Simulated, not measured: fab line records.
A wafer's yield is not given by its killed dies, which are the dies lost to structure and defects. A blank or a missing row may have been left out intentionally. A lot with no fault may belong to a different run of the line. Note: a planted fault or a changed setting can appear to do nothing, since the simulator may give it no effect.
Matching of chambers ; flow nand_harc ; 4 sister chambers for NHARC_P_CONTACT_STRIP_28 on rie_diel-04
The step strips in O2. 8 wafers are shown with their chamber, then 12 later ones without.

== WAFERS, EACH WITH ITS CHAMBER ==
wafer;chamber;drypump_motor_current_A (A);oes_product_au (a.u.)
L085.1;0;6.6;0.991
L088.1;0;6.6;0.995
L088.5;2;5.9;1.003
L091.2;3;5.1;0.990
L091.4;1;5.2;1.007
L090.1;3;5.1;1.000
L090.3;1;5.2;0.989
L090.4;2;5.8;0.995

== WAFERS WHOSE CHAMBER IS MISSING ==
wafer;drypump_motor_current_A (A);oes_product_au (a.u.)
L092.3;5.1;1.001
L092.4;5.2;1.002
L092.5;5.1;1.002
L094.1;5.1;0.994
L094.2;6.6;0.973
L094.3;5.9;0.990
L095.3;6.6;0.975
L095.4;5.2;1.007
L095.5;5.2;0.993
L097.3;5.1;1.004
L097.5;5.8;1.010
L097.6;5.1;1.008

== EACH ONE'S CHAMBER ==
wafer;from the rows above;in truth
L092.3;3;3
L092.4;1;1
L092.5;can't be placed: 3 or 1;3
L094.1;3;3
L094.2;0;0
L094.3;2;2
L095.3;0;0
L095.4;1;1
L095.5;1;1
L097.3;can't be placed: 3 or 1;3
L097.5;2;2
L097.6;can't be placed: 3 or 1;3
Correctly placed: 9 of 12. Not placeable from these rows: 3 (in 3, the candidates include the true chamber). Placed wrongly: 0.
How it was worked out, from the rows above alone: a wafer's distance from a chamber is the root of the sum, over the readings, of the square of ((its reading less the chamber's mean) divided by the reading's scatter). If the next closest chamber is less than 2 further off than the closest, the wafer can't be placed; otherwise it belongs to the closest. The mean given for a chamber averages the wafers shown for that chamber. The scatter is the square root of a quotient: the sum, over the shown wafers, of each reading's squared deviation from its chamber's mean, divided by wafers minus chambers.
